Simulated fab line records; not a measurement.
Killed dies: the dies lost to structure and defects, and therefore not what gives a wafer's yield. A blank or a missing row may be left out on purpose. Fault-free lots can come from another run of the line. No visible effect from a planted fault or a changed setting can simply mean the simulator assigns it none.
What tool caused it? | flow n5_finfet | 30 wafers sampled from 10 lots at 1 step of a route of 1938

## WHAT THE GAUGES READ, wafer by wafer
N5_BEOL_M10_OVL_MEAS_12. Usual: M10_OVL typically reads 0.3 nm, with standard deviation 0.79.
lot  | measured     | on         | M10_OVL (nm)   | flag
L854 | day 11 03:16 | overlay-01 | -0.7 -0.4 -1.2 |
L856 | day 11 12:37 | overlay-01 | -0.2 -0.1 -1.0 |
L858 | day 12 11:40 | overlay-01 | 1.2 0.0 0.6    |
L860 | day 13 01:08 | overlay-01 | 0.3 0.1 0.4    |
L859 | day 13 05:12 | overlay-01 | 0.4 0.2 -0.4   |
L862 | day 13 22:37 | overlay-02 | 0.6 0.4 -0.3   |
L865 | day 14 12:14 | overlay-01 | -0.3 0.8 2.0   |
L872 | day 16 02:33 | overlay-02 | -0.2 -0.3 0.9  |
L876 | day 16 10:55 | overlay-02 | 0.0 -0.3 0.0   |
L875 | day 17 05:34 | overlay-02 | 1.1 1.5 1.0    |

## WHAT TOOL EACH LOT RAN ON (gives the tool, then ch and the chambers of the sampled wafers, and finally the start)
The record holds no process step before these readings.

## WHAT THE TOOLS THEMSELVES READ (means of the sampled wafers that have a number; where no wafer has one, the mark that the record gives instead)
The record holds no such reading with a usual standard deviation.

## THE ANSWER, worked out from the rows above alone
Rule: lot off if the mean of its wafers having a number is beyond 3 standard deviations from the usual mean. A lot without any number at a reading at which 4 lots or more have one is off too. All remaining lots with rows at the step are treated as sound. Order of review: gauges by route order, followed by the tools' own readings, for which a lot's mean as printed above is used. At the first step where some lot is off, the reading lying furthest off is the one used; lots without a number count as furthest.
Across all readings shown, no lot is off: no conclusion can be drawn from this.

## WHAT HAD BEEN PUT IN BY THE SIMULATOR
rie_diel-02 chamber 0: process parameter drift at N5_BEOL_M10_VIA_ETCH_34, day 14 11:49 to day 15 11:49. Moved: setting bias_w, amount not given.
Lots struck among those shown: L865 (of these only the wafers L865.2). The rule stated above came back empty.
